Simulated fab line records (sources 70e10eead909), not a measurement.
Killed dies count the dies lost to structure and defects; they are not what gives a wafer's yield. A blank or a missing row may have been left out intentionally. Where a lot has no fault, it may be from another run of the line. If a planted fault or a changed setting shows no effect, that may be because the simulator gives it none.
Chamber matching || flow nandHarc || NHARC_A_CONTACT_ETCH_50 on rieDiel-04 has 4 sister chambers
The step etches the open film in CF4/CHF3, target depth 121 nm, time 60.5 s. 8 wafers are shown with their chamber, then 7 later ones without.

WAFERS WITH THEIR CHAMBER
{"wafer": "L745.6", "chamber": 1, "drypumpMotorCurrentA (A)": 6.5, "showerheadPlenumPTorr (Torr)": 1.70}
{"wafer": "L752.1", "chamber": 0, "drypumpMotorCurrentA (A)": 4.8, "showerheadPlenumPTorr (Torr)": 1.51}
{"wafer": "L752.6", "chamber": 3, "drypumpMotorCurrentA (A)": 6.5, "showerheadPlenumPTorr (Torr)": 1.54}
{"wafer": "L750.1", "chamber": 1, "drypumpMotorCurrentA (A)": 6.4, "showerheadPlenumPTorr (Torr)": 1.69}
{"wafer": "L750.3", "chamber": 2, "drypumpMotorCurrentA (A)": 6.4, "showerheadPlenumPTorr (Torr)": 1.56}
{"wafer": "L750.4", "chamber": 0, "drypumpMotorCurrentA (A)": 4.8, "showerheadPlenumPTorr (Torr)": 1.51}
{"wafer": "L759.1", "chamber": 2, "drypumpMotorCurrentA (A)": 6.4, "showerheadPlenumPTorr (Torr)": 1.56}
{"wafer": "L759.3", "chamber": 3, "drypumpMotorCurrentA (A)": 6.5, "showerheadPlenumPTorr (Torr)": 1.54}

WAFERS WITHOUT THEIR CHAMBER
{"wafer": "L759.5", "drypumpMotorCurrentA (A)": 4.8, "showerheadPlenumPTorr (Torr)": 1.51}
{"wafer": "L767.1", "drypumpMotorCurrentA (A)": 6.5, "showerheadPlenumPTorr (Torr)": 1.69}
{"wafer": "L767.2", "drypumpMotorCurrentA (A)": 6.5, "showerheadPlenumPTorr (Torr)": 1.53}
{"wafer": "L767.6", "drypumpMotorCurrentA (A)": 6.5, "showerheadPlenumPTorr (Torr)": 1.69}
{"wafer": "L768.1", "drypumpMotorCurrentA (A)": 6.4, "showerheadPlenumPTorr (Torr)": 1.69}
{"wafer": "L768.2", "drypumpMotorCurrentA (A)": 6.5, "showerheadPlenumPTorr (Torr)": 1.53}
{"wafer": "L768.3", "drypumpMotorCurrentA (A)": 4.9, "showerheadPlenumPTorr (Torr)": 1.51}

WHICH CHAMBER EACH ONE RAN IN
{"wafer": "L759.5", "from the rows above": 0, "in truth": 0}
{"wafer": "L767.1", "from the rows above": 1, "in truth": 1}
{"wafer": "L767.2", "from the rows above": 3, "in truth": 3}
{"wafer": "L767.6", "from the rows above": 1, "in truth": 1}
{"wafer": "L768.1", "from the rows above": 1, "in truth": 1}
{"wafer": "L768.2", "from the rows above": 3, "in truth": 3}
{"wafer": "L768.3", "from the rows above": 0, "in truth": 0}
Correctly placed: 7 of 7. Not placeable from these rows: 0. Wrongly placed: 0.
How it was worked out, from the rows above alone: a wafer's distance from a chamber is the root of the sum, over the readings, of the square of ((its reading less the chamber's mean) divided by the reading's scatter). The wafer belongs to the nearest chamber; if the next one is less than 2 further off, it can't be placed. Each chamber's mean is taken over the wafers shown for it. The scatter: take each reading less its chamber's mean, square it, sum over the shown wafers, divide by the number of wafers less the number of chambers, and take the root.
